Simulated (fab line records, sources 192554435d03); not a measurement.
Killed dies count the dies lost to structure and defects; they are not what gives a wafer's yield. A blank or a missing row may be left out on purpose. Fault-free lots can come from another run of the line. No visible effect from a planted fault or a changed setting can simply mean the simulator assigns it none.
The tool behind it: which one? / flow n5 finfet / 10 lots, 30 wafers sampled, at 1 step of a route of 1938

## WHAT THE GAUGES SHOWED, per wafer
N5_MIM_BOT_LITHO_INSPECT_12: inspects for defects (macro). Usual: raw defect count reads 2.1 (standard deviation 1.4).
lot=L854; measured=day 15 06:14; on=defect inspect-02; raw defect count=1 2 1; flag=
lot=L858; measured=day 16 00:42; on=defect inspect-02; raw defect count=3 2 1; flag=
lot=L859; measured=day 16 04:53; on=defect inspect-01; raw defect count=1 1 2; flag=
lot=L856; measured=day 16 16:48; on=defect inspect-01; raw defect count=4 0 1; flag=
lot=L857; measured=day 16 18:53; on=defect inspect-02; raw defect count=2 3 3; flag=
lot=L861; measured=day 17 02:54; on=defect inspect-02; raw defect count=0 4 3; flag=
lot=L869; measured=day 19 01:54; on=defect inspect-01; raw defect count=1 2 4; flag=
lot=L872; measured=day 19 09:47; on=defect inspect-02; raw defect count=2 2 4; flag=
lot=L873; measured=day 19 13:52; on=defect inspect-01; raw defect count=0 3 3; flag=
lot=L874; measured=day 19 23:35; on=defect inspect-01; raw defect count=2 4 3; flag=

## WHAT TOOL EACH LOT RAN ON (gives the tool, then ch and the chambers of the sampled wafers, and finally the start)
The record holds no process step before these readings.

## WHAT THE TOOLS THEMSELVES READ (means of the sampled wafers that have a number; where no wafer has one, the mark that the record gives instead)
The record holds no such reading with a usual standard deviation.

## THE ANSWER, worked out from the rows above alone
Rule: a lot counts as off when the mean over its wafers that have a number is more than 3 standard deviations away from the usual mean. Also off: a lot with no number at a reading for which 4 or more lots have one. All remaining lots with rows at the step are treated as sound. First the gauges in route order, then the tools' own readings, where a lot's mean is used as printed above. At the first step where some lot is off, the reading lying furthest off is the one used; lots without a number count as furthest.
No lot is off on any of the readings shown, so nothing can be concluded from this.

## WHAT HAD BEEN PUT IN BY THE SIMULATOR
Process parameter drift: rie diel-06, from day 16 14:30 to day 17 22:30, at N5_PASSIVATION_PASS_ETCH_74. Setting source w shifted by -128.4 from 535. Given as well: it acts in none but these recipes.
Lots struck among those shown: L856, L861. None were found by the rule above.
